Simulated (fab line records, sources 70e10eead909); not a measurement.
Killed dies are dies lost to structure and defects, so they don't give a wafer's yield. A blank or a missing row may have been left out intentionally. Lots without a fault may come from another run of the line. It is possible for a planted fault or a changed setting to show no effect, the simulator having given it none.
fab line records    flow nandHarc    part 1 of 2: steps 1 to 4 of 6
record lots=22  wafers=66  lastDay=34
route steps=1302 shown A_CHANNEL_HOLE_D2@603 A_CHANNEL_FILL_D2@614 A_STAIRCASE@669
lots that met no fault: from a run of the same line without faults
startH: hours from the record's first day to the start of the lot's first wafer shown    waitH: hours since the lot's step before    " identical to the entry in the row above    L1.1+2: a row that stands for several wafers    - value missing, or start not given    * or withheld: withheld    < > ~ a bound
route shown NAME@n: a module of which the file shows steps, and the number in the route of the first    usual: mean/standard deviation of fault-free wafers    same: alike in all rows    chamber/n: place in a boat    sites: each site's reading    _std_site: their standard deviation    _edge_site: the outer-site mean with the inner-site mean subtracted    radiusMm: for every site, how far away it sits from the centre of the wafer    mask NAME#n: copy n    behind: tool/chamber where the wafer was last shaped    hold: what put the lot on hold/how long, in hours/how the hold closed    device: whichever transistor did not switch (one of n, p or np)    end of line: the same wafers' tests at the end of the route    a step given without rows: its recipe and nothing more    killed: not the wafer's yield, but the dies lost to structure and defects at the first sort    map: dies across one wafer; x = killed, . = not, _ = none there
set.NAME: setting as actually run; set.NAME@STEP: the setting as run at that earlier step    model.NAME: the simulator's own value behind a step, which no gauge read
steps of the route over a sample of lots; a table a step, a row a wafer
services: a tool's chamber out of use, with start hour (startH, from the record's first day; less than 0 if before it), hours out, and reason
## steps
# step NHARC_A_CHANNEL_HOLE_D2_ETCH_44
# recipe targetDepthA=1400  overetchA=140  timeS=77  ionEnergyEv=100  cf4FlowSccm=80  o2FlowSccm=20  arFlowSccm=0  rfW=300  biasW=100  chemistry=CF4/O2
# usual biasW=100.0/0.31  drypumpMotorCurrentA=5.5/0.42  oes_ar_750_au=1.001/0.0046  oesProductAu=1.004/0.015  rfVppV=197.4/1.2  showerheadPlenumPTorr=1.32/0.046  throttleValvePct=13.398/0.01
lot.wafer  tool        chamber  startH  waitH  biasW  drypumpMotorCurrentA  oes_ar_750_au  oesProductAu  rfHoursCounterH  rfVppV  showerheadPlenumPTorr  throttleValvePct
L074.1     rieDiel-09  0        295.40  0.1    99.8   5.7                   0.997          1.000         4.3              197.4   1.29                   13.395
L074.5     "           0        "       "      99.5   5.6                   1.001          0.979         -                198.9   1.29                   13.397
L074.6     "           1        "       "      100.1  5.8                   0.999          1.001         -                194.8   1.24                   13.409
L075.2     rieDiel-08  1        310.43  0.1    99.9   5.0                   0.996          1.027         5.4              198.4   1.32                   13.393
L075.1     "           0        "       "      100.4  5.6                   1.005          1.012         6.0              197.3   1.29                   13.417
L075.6     "           1        "       "      100.0  5.0                   1.000          1.013         -                198.2   1.32                   13.383
L076.4     rieDiel-04  0        322.87  0.1    99.8   6.2                   1.005          0.982         7.0              197.3   1.37                   13.414
L076.2     "           1        "       "      100.3  5.8                   0.998          1.025         9.9              197.9   1.30                   13.411
L076.5     "           1        "       "      100.3  5.7                   0.998          1.013         -                195.5   1.30                   13.387
L077.3     rieDiel-08  3        339.35  0.1    100.1  5.7                   1.007          1.006         7.1              197.8   1.40                   13.393
L077.1     "           0        "       "      99.4   5.6                   0.992          1.005         8.1              195.7   1.29                   13.410
L077.6     "           0        "       "      99.5   5.6                   1.007          1.007         -                195.6   1.29                   13.403
L078.3     rieDiel-08  1        346.30  0.1    100.0  5.0                   0.996          1.019         8.1              197.3   1.32                   13.395
L078.4     "           2        "       "      100.6  5.5                   0.998          1.014         8.8              196.8   1.26                   13.407
L078.6     "           1        "       "      100.5  5.0                   1.009          1.017         -                197.8   1.32                   13.388
L080.3     rieDiel-08  2        354.86  0.1    100.0  5.5                   0.998          0.995         10.0             197.1   1.26                   13.402
L080.4     "           0        "       "      100.5  5.6                   0.996          1.002         10.0             197.7   1.29                   13.369
L080.5     "           1        "       "      100.2  5.0                   0.994          1.024         -                197.9   1.32                   13.400
L079.2     rieDiel-09  3        360.42  0.1    99.4   6.8                   1.003          0.999         2.6              198.1   1.36                   13.393
L079.6     "           2        "       "      99.7   5.0                   0.996          0.995         -                198.2   1.30                   13.379
L079.4     "           3        "       "      99.7   6.8                   1.005          0.990         -                197.5   1.36                   13.374
L081.2     rieDiel-09  3        369.95  0.1    100.3  6.8                   0.999          0.992         4.6              198.6   1.36                   13.393
L081.1     "           1        "       "      99.5   5.8                   1.005          1.006         4.1              195.0   1.24                   13.403
L081.6     "           3        "       "      100.1  6.8                   0.997          0.983         -                197.7   1.36                   13.397
L082.1     rieDiel-04  2        384.98  0.1    100.2  5.8                   1.000          1.014         1.1              199.0   1.38                   13.405
L082.2     "           3        "       "      99.9   5.1                   1.001          0.988         1.2              196.3   1.32                   13.391
L082.6     "           3        "       "      99.7   5.1                   1.005          0.980         -                197.2   1.32                   13.408
L085.2     rieDiel-08  1        411.39  0.1    100.5  5.0                   1.005          0.996         2.3              197.9   1.32                   13.404
L085.5     "           1        "       "      99.8   5.0                   0.999          0.998         -                196.5   1.31                   13.401
L085.6     "           2        "       "      100.0  5.5                   0.992          1.021         -                196.7   1.26                   13.374
L084.2     rieDiel-08  0        414.38  0.1    100.1  5.6                   1.003          0.988         1.3              196.8   1.29                   13.403
L084.3     "           1        "       "      100.0  5.0                   0.993          0.996         2.5              198.3   1.32                   13.396
L084.5     "           1        "       "      99.3   5.0                   1.005          0.999         -                197.6   1.32                   13.401
L086.3     rieDiel-04  2        418.98  0.1    99.9   5.8                   0.996          1.007         4.7              200.7   1.38                   13.411
L086.4     "           3        "       "      99.4   5.0                   0.997          0.981         4.0              196.9   1.32                   13.419
L086.5     "           0        "       "      99.8   6.2                   0.996          0.994         -                197.5   1.37                   13.415
L087.1     rieDiel-08  1        433.80  0.1    99.9   5.0                   0.998          1.002         3.4              196.6   1.31                   13.410
L087.2     "           0        "       "      100.2  5.6                   0.996          0.992         2.2              197.7   1.29                   13.402
L087.5     "           1        "       "      100.0  5.0                   1.005          1.009         -                196.8   1.31                   13.394
L088.3     rieDiel-04  2        434.50  0.1    100.2  5.8                   1.001          0.992         5.6              199.1   1.38                   13.409
L088.2     "           1        "       "      99.8   5.7                   0.998          0.996         6.1              198.0   1.30                   13.394
L088.5     "           3        "       "      99.8   5.0                   1.004          0.971         -                197.9   1.32                   13.393
L090.3     rieDiel-08  3        454.20  0.1    99.6   5.7                   0.997          1.004         5.4              199.3   1.39                   13.406
L090.1     "           0        "       "      100.1  5.6                   0.995          0.989         4.4              196.9   1.29                   13.396
L090.6     "           2        "       "      99.9   5.5                   1.001          1.016         -                195.7   1.26                   13.401
L091.2     rieDiel-08  2        458.87  0.1    99.9   5.5                   1.005          1.012         5.3              197.0   1.26                   13.393
L091.1     "           3        "       "      99.6   5.7                   1.004          1.014         5.5              198.3   1.39                   13.410
L091.5     "           2        "       "      99.8   5.5                   0.994          1.013         -                196.8   1.26                   13.395
L093.1     rieDiel-08  0        485.02  0.1    99.9   5.6                   1.005          0.988         5.6              197.6   1.29                   13.423
L093.3     "           1        "       "      99.7   5.0                   1.007          1.009         6.5              197.5   1.31                   13.394
L093.6     "           0        "       "      99.7   5.6                   1.001          0.992         -                196.8   1.29                   13.383
L092.1     rieDiel-08  0        486.83  0.1    99.8   5.6                   0.995          0.993         5.7              197.8   1.29                   13.392
L092.3     "           2        "       "      99.9   5.5                   1.006          1.022         6.7              195.8   1.26                   13.383
L092.6     "           0        "       "      99.9   5.6                   0.997          0.992         -                197.9   1.29                   13.405
L094.4     rieDiel-04  3        499.40  0.1    100.1  5.0                   0.990          0.969         8.9              198.4   1.32                   13.392
L094.1     "           1        "       "      99.8   5.7                   0.999          0.997         9.5              196.3   1.30                   13.410
L094.5     "           0        "       "      99.8   6.2                   0.998          0.999         -                200.0   1.36                   13.398
L095.1     rieDiel-08  2        506.94  0.1    100.5  5.5                   0.998          1.030         8.7              197.0   1.26                   13.402
L095.3     "           3        "       "      100.1  5.7                   1.001          1.019         8.8              196.5   1.39                   13.394
L095.6     "           1        "       "      100.1  5.0                   1.004          1.020         -                198.3   1.31                   13.398
L096.4     rieDiel-08  3        522.43  0.1    100.4  5.7                   0.988          1.008         9.9              199.3   1.39                   13.391
L096.2     "           0        "       "      99.8   5.6                   1.004          0.982         9.1              197.0   1.29                   13.389
L096.6     "           0        "       "      99.9   5.6                   1.011          0.986         -                197.4   1.29                   13.409
L097.3     rieDiel-08  1        536.04  0.1    99.6   5.0                   1.006          1.014         10.0             196.4   1.31                   13.394
L097.1     "           3        "       "      100.3  5.6                   0.997          1.006         10.3             200.3   1.39                   13.393
L097.5     "           0        "       "      100.2  5.6                   1.003          0.992         -                196.0   1.29                   13.398
# step NHARC_A_CHANNEL_HOLE_D2_STRIP_28
# recipe o2FlowSccm=500  arFlowSccm=0  biasW=0  chemistry=O2
# usual drypumpMotorCurrentA=5.6/0.41  oesProductAu=1.005/0.013  rfVppV=57.6/0.9  showerheadPlenumPTorr=3.49/0.12  throttleValvePct=17.037/0.0091
# same biasW=0
lot.wafer  tool        chamber  startH  waitH  drypumpMotorCurrentA  oesProductAu  rfHoursCounterH  rfVppV  showerheadPlenumPTorr  throttleValvePct
L074.1     rieDiel-09  0        -       -      5.7                   0.987         4.4              55.3    3.41                   17.034
L074.5     "           0        "       "      5.7                   0.986         -                57.5    3.41                   17.028
L074.6     "           1        "       "      5.8                   1.005         -                56.9    3.29                   17.055
L075.2     rieDiel-08  1        -       -      5.0                   1.018         5.5              58.4    3.48                   17.042
L075.1     "           0        "       "      5.6                   1.015         6.0              57.9    3.43                   17.037
L075.6     "           2        "       "      5.5                   0.996         -                56.9    3.35                   17.039
L076.4     rieDiel-04  3        -       -      5.1                   0.967         9.2              58.7    3.49                   17.055
L076.2     "           1        "       "      5.8                   1.038         10.0             57.5    3.45                   17.029
L076.5     "           3        "       "      5.0                   0.967         -                56.7    3.49                   17.037
L077.1     rieDiel-08  1        -       -      5.0                   1.022         7.6              58.7    3.48                   17.032
L077.3     "           2        "       "      5.5                   1.017         7.9              57.8    3.35                   17.021
L077.6     "           0        "       "      5.6                   1.011         -                57.2    3.43                   17.033
L078.4     rieDiel-08  1        -       -      5.0                   1.014         8.1              56.4    3.48                   17.032
L078.3     "           2        "       "      5.5                   1.006         8.8              59.0    3.35                   17.020
L078.6     "           0        "       "      5.7                   1.010         -                57.7    3.43                   17.032
L080.3     rieDiel-08  0        -       -      5.6                   0.997         10.1             56.5    3.42                   17.032
L080.4     "           2        "       "      5.5                   1.005         10.1             56.8    3.35                   17.044
L080.5     "           0        "       "      5.6                   1.013         -                58.0    3.42                   17.041
L079.2     rieDiel-09  1        -       -      5.8                   1.006         2.2              56.4    3.29                   17.031
L079.6     "           1        "       "      5.8                   1.000         -                56.6    3.29                   17.029
L079.4     "           2        "       "      5.0                   1.008         -                57.4    3.43                   17.049
L081.1     rieDiel-09  3        -       -      6.8                   0.992         4.7              56.6    3.58                   17.034
L081.2     "           1        "       "      5.8                   1.018         4.1              57.7    3.29                   17.045
L081.6     "           3        "       "      6.8                   0.992         -                56.8    3.58                   17.039
L082.1     rieDiel-04  1        -       -      5.7                   1.018         1.7              59.7    3.45                   17.036
L082.2     "           3        "       "      5.1                   0.989         1.3              56.8    3.49                   17.044
L082.6     "           2        "       "      5.8                   1.018         -                55.9    3.65                   17.043
L085.2     rieDiel-08  2        -       -      5.5                   1.020         2.0              56.8    3.34                   17.022
L085.5     "           1        "       "      5.0                   1.003         -                57.3    3.48                   17.043
L085.6     "           2        "       "      5.5                   1.003         -                57.6    3.34                   17.041
L084.2     rieDiel-08  0        -       -      5.6                   0.990         1.4              54.7    3.42                   17.051
L084.3     "           2        "       "      5.5                   1.018         2.2              59.2    3.34                   17.031
L084.5     "           1        "       "      5.0                   1.007         -                58.1    3.48                   17.031
L086.3     rieDiel-04  2        -       -      5.8                   1.009         4.7              59.2    3.65                   17.046
L086.4     "           0        "       "      6.2                   0.996         4.5              57.0    3.61                   17.042
L086.5     "           2        "       "      5.9                   1.013         -                57.0    3.65                   17.045
L087.2     rieDiel-08  0        -       -      5.6                   0.985         2.2              58.5    3.42                   17.040
L087.1     "           1        "       "      5.0                   1.002         3.5              58.4    3.48                   17.032
L087.5     "           3        "       "      5.7                   1.014         -                57.4    3.68                   17.031
L088.2     rieDiel-04  3        -       -      5.1                   1.000         5.4              58.2    3.48                   17.044
L088.3     "           1        "       "      5.7                   0.999         6.1              57.7    3.45                   17.040
L088.5     "           2        "       "      5.8                   1.009         -                57.1    3.65                   17.028
L090.3     rieDiel-08  3        -       -      5.7                   1.012         5.4              58.9    3.68                   17.063
L090.1     "           1        "       "      5.0                   1.004         5.2              57.1    3.48                   17.041
L090.6     "           3        "       "      5.7                   1.009         -                57.8    3.68                   17.030
L091.2     rieDiel-08  1        -       -      5.0                   1.000         5.3              57.3    3.48                   17.041
L091.1     "           3        "       "      5.7                   1.014         5.6              57.6    3.68                   17.034
L091.5     "           2        "       "      5.5                   1.019         -                58.8    3.34                   17.028
L093.1     rieDiel-08  3        -       -      5.7                   1.014         6.5              57.5    3.68                   17.040
L093.3     "           0        "       "      5.6                   0.986         5.6              57.6    3.42                   17.035
L093.6     "           1        "       "      5.0                   1.014         -                58.3    3.48                   17.038
L092.3     rieDiel-08  0        -       -      5.6                   1.008         5.7              58.5    3.42                   17.032
L092.1     "           1        "       "      5.0                   1.017         6.7              57.0    3.48                   17.050
L092.6     "           0        "       "      5.6                   0.992         -                58.4    3.42                   17.027
L094.4     rieDiel-04  0        -       -      6.2                   0.998         9.0              58.4    3.60                   17.037
L094.1     "           1        "       "      5.7                   1.006         9.6              57.5    3.44                   17.054
L094.5     "           3        "       "      5.1                   0.982         -                57.5    3.48                   17.016
L095.3     rieDiel-08  0        -       -      5.6                   0.981         7.8              57.9    3.42                   17.037
L095.1     "           2        "       "      5.5                   1.026         8.7              57.4    3.34                   17.029
L095.6     "           3        "       "      5.7                   1.014         -                57.5    3.68                   17.047
L096.2     rieDiel-08  1        -       -      5.0                   1.016         9.7              58.2    3.47                   17.034
L096.4     "           3        "       "      5.7                   1.008         9.9              56.2    3.68                   17.035
L096.6     "           0        "       "      5.6                   0.989         -                56.7    3.42                   17.029
L097.3     rieDiel-08  1        -       -      5.0                   1.011         10.1             56.7    3.47                   17.041
L097.1     "           0        "       "      5.6                   0.990         9.6              58.4    3.42                   17.018
L097.5     "           1        "       "      5.0                   0.992         -                56.6    3.47                   17.039
# step NHARC_A_CHANNEL_FILL_D2_ALD_14
# recipe targetThkA=25  pulseTimeS=10  aldCycles=25  tempC=300  material=SiO2
# usual heaterPowerW=456/53  precursorPulseHeightRel=1.003/0.018
lot.wafer  tool      chamber  startH  waitH  heaterPowerW  precursorPulseHeightRel
L074.1     aldHk-04  2        303.66  0.1    437           1.008
L074.6     "         0        "       "      520           1.011
L074.5     "         1        "       "      466           1.005
L075.1     aldHk-03  3        318.68  0.1    480           1.051
L075.2     "         0        "       "      484           1.004
L075.6     "         3        "       "      479           0.991
L076.4     aldHk-01  3        331.12  0.1    346           0.998
L076.2     "         0        "       "      408           1.006
L076.5     "         3        "       "      352           1.000
L077.1     aldHk-01  3        347.52  0.0    342           0.967
L077.3     "         1        "       "      409           0.992
L077.6     "         0        "       "      414           0.970
L078.4     aldHk-01  1        354.57  0.1    433           1.007
L078.3     "         3        "       "      341           1.020
L078.6     "         0        "       "      416           1.016
L080.4     aldHk-01  3        363.10  0.1    348           1.018
L080.3     "         1        "       "      421           1.009
L080.5     "         3        "       "      346           0.972
L079.2     aldHk-04  1        368.74  0.0    461           0.992
L079.4     "         3        "       "      464           0.983
L079.6     "         1        "       "      468           1.021
L081.1     aldHk-04  2        378.20  0.1    456           0.997
L081.2     "         3        "       "      464           0.986
L081.6     "         2        "       "      458           1.041
L082.2     aldHk-04  3        393.23  0.1    461           1.001
L082.1     "         0        "       "      532           1.005
L082.6     "         2        "       "      444           1.013
L085.2     aldHk-04  2        419.62  0.1    450           1.008
L085.5     "         1        "       "      468           1.001
L085.6     "         2        "       "      445           1.040
L084.3     aldHk-04  3        423.54  0.1    479           0.984
L084.2     "         1        "       "      456           1.006
L084.5     "         3        "       "      481           0.984
L086.4     aldHk-03  1        427.65  0.0    406           1.004
L086.3     "         3        "       "      475           0.956
L086.5     "         2        "       "      559           1.025
L087.1     aldHk-01  1        442.02  0.0    427           0.996
L087.2     "         3        "       "      352           1.019
L087.5     "         2        "       "      467           0.976
L088.3     aldHk-01  0        442.24  0.3    408           1.035
L088.2     "         3        "       "      347           1.056
L088.5     "         0        "       "      402           1.005
L090.3     aldHk-03  1        462.49  0.1    401           1.010
L090.1     "         2        "       "      561           0.999
L090.6     "         0        "       "      493           0.981
L091.2     aldHk-01  2        467.08  0.0    451           1.008
L091.1     "         3        "       "      351           0.977
L091.5     "         3        "       "      354           0.987
L092.3     aldHk-01  2        493.71  0.0    466           0.977
L092.1     "         1        "       "      415           1.005
L092.6     "         2        "       "      461           1.003
L093.1     aldHk-04  3        493.71  0.0    509           1.019
L093.3     "         2        "       "      441           1.020
L093.6     "         0        "       "      523           0.980
L094.1     aldHk-03  1        507.64  0.1    408           0.987
L094.4     "         3        "       "      481           0.962
L094.5     "         0        "       "      481           0.980
L095.3     aldHk-04  2        515.16  0.0    428           0.980
L095.1     "         3        "       "      511           0.999
L095.6     "         2        "       "      443           1.001
L096.2     aldHk-04  2        531.47  0.0    440           1.012
L096.4     "         1        "       "      476           1.009
L096.6     "         2        "       "      444           1.004
L097.1     aldHk-03  2        543.92  0.1    559           1.017
L097.3     "         0        "       "      475           1.018
L097.5     "         1        "       "      397           1.014
# step NHARC_A_CHANNEL_FILL_D2_STRIP_29
# recipe timeS=20  o2FlowSccm=500  arFlowSccm=0  biasW=0  chemistry=O2
# usual drypumpMotorCurrentA=5.7/0.43  oesProductAu=0.997/0.012  rfVppV=57.7/0.91  showerheadPlenumPTorr=3.48/0.17  throttleValvePct=17.036/0.0086
# same biasW=0
lot.wafer  tool        chamber  startH  waitH  drypumpMotorCurrentA  oesProductAu  rfHoursCounterH  rfVppV  showerheadPlenumPTorr  throttleValvePct
L074.1     rieDiel-11  3        336.27  0.2    6.2                   0.997         2                59.8    3.44                   17.030
L074.6     "           2        "       "      5.2                   1.004         -                58.2    3.34                   17.048
L074.5     "           3        "       "      6.2                   0.995         -                58.8    3.44                   17.035
L075.2     rieDiel-06  2        -       -      5.6                   0.995         1                56.9    3.31                   17.040
L075.1     "           3        "       "      5.5                   1.007         1                57.4    3.73                   17.032
L075.6     "           0        "       "      5.6                   1.016         -                57.5    3.31                   17.027
L076.2     rieDiel-11  3        -       -      6.2                   1.006         3                56.1    3.44                   17.024
L076.4     "           0        "       "      5.7                   1.003         3                57.9    3.44                   17.044
L076.5     "           0        "       "      5.7                   0.996         -                56.9    3.44                   17.030
L077.1     rieDiel-12  0        -       -      5.3                   0.999         18               59.2    3.67                   17.038
L077.3     "           1        "       "      5.9                   0.995         18               57.6    3.72                   17.045
L077.6     "           0        "       "      5.3                   0.997         -                57.0    3.67                   17.029
L078.3     rieDiel-11  2        -       -      5.2                   0.991         4                57.7    3.34                   17.035
L078.4     "           1        "       "      6.5                   1.000         4                58.3    3.75                   17.039
L078.6     "           2        "       "      5.2                   0.992         -                57.9    3.34                   17.032
L080.4     rieDiel-06  0        -       -      5.6                   1.023         3                57.7    3.31                   17.044
L080.3     "           1        "       "      5.1                   0.975         3                57.6    3.52                   17.045
L080.5     "           2        "       "      5.6                   1.009         -                58.9    3.31                   17.031
L079.2     rieDiel-06  3        -       -      5.5                   1.021         2                58.0    3.73                   17.030
L079.4     "           0        "       "      5.6                   1.029         3                57.2    3.31                   17.026
L079.6     "           3        "       "      5.6                   1.014         -                56.8    3.73                   17.040
L081.1     rieDiel-11  1        420.19  0.2    6.5                   0.991         4                60.1    3.75                   17.029
L081.2     "           2        "       "      5.2                   1.000         5                57.0    3.34                   17.036
L081.6     "           2        "       "      5.2                   1.006         -                58.0    3.34                   17.037
L082.1     rieDiel-06  0        -       -      5.6                   1.016         3                55.8    3.31                   17.030
L082.2     "           1        "       "      5.1                   0.988         4                58.0    3.52                   17.019
L082.6     "           1        "       "      5.1                   0.983         -                57.9    3.52                   17.042
L085.2     rieDiel-11  0        -       -      5.7                   0.992         0                57.2    3.44                   17.030
L085.5     "           3        "       "      6.2                   1.007         -                56.5    3.43                   17.031
L085.6     "           0        "       "      5.7                   0.987         -                58.1    3.44                   17.034
L084.3     rieDiel-06  2        -       -      5.6                   0.997         4                57.1    3.31                   17.039
L084.2     "           1        "       "      5.1                   0.993         4                57.8    3.52                   17.051
L084.5     "           2        "       "      5.6                   1.005         -                56.6    3.31                   17.046
L086.4     rieDiel-06  2        -       -      5.6                   0.995         4                56.2    3.31                   17.033
L086.3     "           3        "       "      5.5                   1.003         4                58.2    3.73                   17.030
L086.5     "           1        "       "      5.1                   0.991         -                59.6    3.52                   17.023
L087.2     rieDiel-06  3        -       -      5.5                   1.000         5                58.5    3.73                   17.039
L087.1     "           1        "       "      5.1                   0.986         5                57.2    3.52                   17.039
L087.5     "           3        "       "      5.5                   0.997         -                58.4    3.73                   17.039
L088.3     rieDiel-11  0        476.83  0.2    5.7                   0.997         1                55.1    3.44                   17.021
L088.2     "           1        "       "      6.5                   1.002         1                58.9    3.75                   17.051
L088.5     "           1        "       "      6.5                   0.994         -                59.9    3.75                   17.039
L090.1     rieDiel-06  3        -       -      5.6                   1.016         0                58.8    3.73                   17.026
L090.3     "           0        "       "      5.6                   1.011         0                56.4    3.31                   17.024
L090.6     "           0        "       "      5.6                   1.002         -                58.2    3.31                   17.026
L091.2     rieDiel-06  3        -       -      5.6                   1.013         0                56.8    3.73                   17.034
L091.1     "           1        "       "      5.1                   0.993         0                57.3    3.52                   17.026
L091.5     "           3        "       "      5.6                   1.010         -                58.0    3.73                   17.053
L093.3     rieDiel-11  3        -       -      6.2                   0.996         2                57.3    3.43                   17.032
L093.1     "           1        "       "      6.5                   0.985         2                58.0    3.75                   17.043
L093.6     "           3        "       "      6.2                   0.993         -                57.3    3.43                   17.027
L092.3     rieDiel-06  3        -       -      5.5                   1.019         1                58.2    3.73                   17.035
L092.1     "           1        "       "      5.1                   0.988         0                57.6    3.52                   17.047
L092.6     "           0        "       "      5.6                   0.994         -                58.0    3.31                   17.034
L094.1     rieDiel-11  2        -       -      5.2                   0.983         2                56.2    3.34                   17.037
L094.4     "           1        "       "      6.5                   0.981         2                58.4    3.75                   17.039
L094.5     "           3        "       "      6.2                   0.997         -                57.5    3.43                   17.028
L095.3     rieDiel-06  3        -       -      5.6                   1.024         2                57.4    3.73                   17.037
L095.1     "           1        "       "      5.1                   0.995         1                58.5    3.52                   17.035
L095.6     "           2        "       "      5.7                   0.992         -                57.7    3.31                   17.035
L096.2     rieDiel-11  0        573.43  0.2    5.7                   0.994         4                58.3    3.44                   17.022
L096.4     "           3        "       "      6.2                   0.992         -                57.4    3.43                   17.024
L096.6     "           2        "       "      5.2                   0.993         -                58.1    3.34                   17.039
L097.3     rieDiel-11  0        -       -      5.7                   0.990         4                59.1    3.44                   17.030
L097.1     "           1        "       "      6.5                   0.990         4                57.1    3.75                   17.051
L097.5     "           3        "       "      6.2                   0.980         -                57.4    3.43                   17.039
